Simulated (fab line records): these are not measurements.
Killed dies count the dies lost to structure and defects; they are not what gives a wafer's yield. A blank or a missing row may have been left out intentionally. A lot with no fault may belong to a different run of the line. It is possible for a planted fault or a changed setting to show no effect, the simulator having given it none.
8D (eight disciplines) problem report, filled in by code / flow nandHarc / the parts of the form that need people (team, actions taken, sign-off) are left out

== 1. WHAT WENT WRONG ==
Wafers without a fault read 1002 nm, standard deviation 8.9; thkNm at NHARC_A_ONON_D1_THK_MEAS_30 reads a mean of 1620 nm on 5 wafers belonging to 3 lots. Relative to the usual mean, that is a shift of +69 standard deviations.
The step: measures by ellipsometry.
The first sign was on wafer L737.1 at day 14 05:38, on filmMetro-02. At this step, 40 wafers from 14 lots have a number in the record. Rule for "out", or "out of limits": more than 4 standard deviations from the usual mean. Any other wafer with a number is counted as sound.

== 2. WHAT THIS IS AND IS NOT ==
question=which readings at this step | is=thkNm | is not=-
question=which lots | is=L737, L738, L739 | is not=L724, L725, L726, L729, L730, L731, L733, L734, L735, L746, L747
question=which wafers of those lots | is=L737.1, L737.6, L738.1, L739.1, L739.6 | is not=L737.4, L738.5
question=read on which gauges | is=filmMetro-01, filmMetro-02 | is not=-
question=when | is=from day 14 05:38 | is not=up to then (28 sound wafers); but 7 sound wafers of L738, L746, L747 came after

== 3. WHAT RULES OUT EACH SUSPECT ==
Counting: if a tool at a process step up to the reading ran every lot that is out, it stays a suspect. Sound lots after the first of them don't rule it out here, since some wafers of a struck lot are sound.
- the gauge at NHARC_A_ONON_D1_THK_MEAS_30 is ruled out. Those wafers that are out were read across 2 gauges (filmMetro-01, filmMetro-02).
- pecvdOnon-03 at NHARC_A_ONON_D1_DEP_28 (target thk 1000 nm): kept. Ran every lot that is out, first one L737 (day 14 05:07); last sound lot up to then L735 (day 13 01:35).
Left after counting: pecvdOnon-03 at NHARC_A_ONON_D1_DEP_28.

== 4. THE CAUSE (what the simulator had put in) ==
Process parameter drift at NHARC_A_ONON_D1_DEP_28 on pecvdOnon-03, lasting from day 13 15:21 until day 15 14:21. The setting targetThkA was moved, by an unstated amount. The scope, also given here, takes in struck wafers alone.
This tool alone remained once counting was done.

== 5. THE CHAIN OF EFFECTS, in route order ==
Each row: a reading where the mean over the struck wafers with a number is more than 3 standard deviations away from the usual. Scope: only readings with a usual standard deviation given in the record; hours: median across lots of the time from each lot's start at the first step in this table that gives one to its start at this step; sigmas: change in usual standard deviations.
hours=0; step=NHARC_A_ONON_D1_THK_MEAS_30; reading=thkNm; usual=1002 nm; on struck wafers=1620; change=+618; sigmas=+69
hours=386; step=NHARC_END_SORT_01; reading=killedAtArray; usual=61; on struck wafers=671; change=+610; sigmas=+25
hours=386; step=NHARC_END_SORT_01; reading=killedDies; usual=66; on struck wafers=677; change=+611; sigmas=+27

== 6. HOW IT WOULD HAVE BEEN CAUGHT EARLIER ==
14 hours passed between the start of the fault at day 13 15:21 and the first reading out of limits at a measuring or inspecting step in this record, taken at day 14 05:38.
L738, L739, from the lots that are out (3), started NHARC_A_ONON_D1_DEP_28 on pecvdOnon-03 later than day 14 05:38. A hold on the tool at that time would have spared those 2.
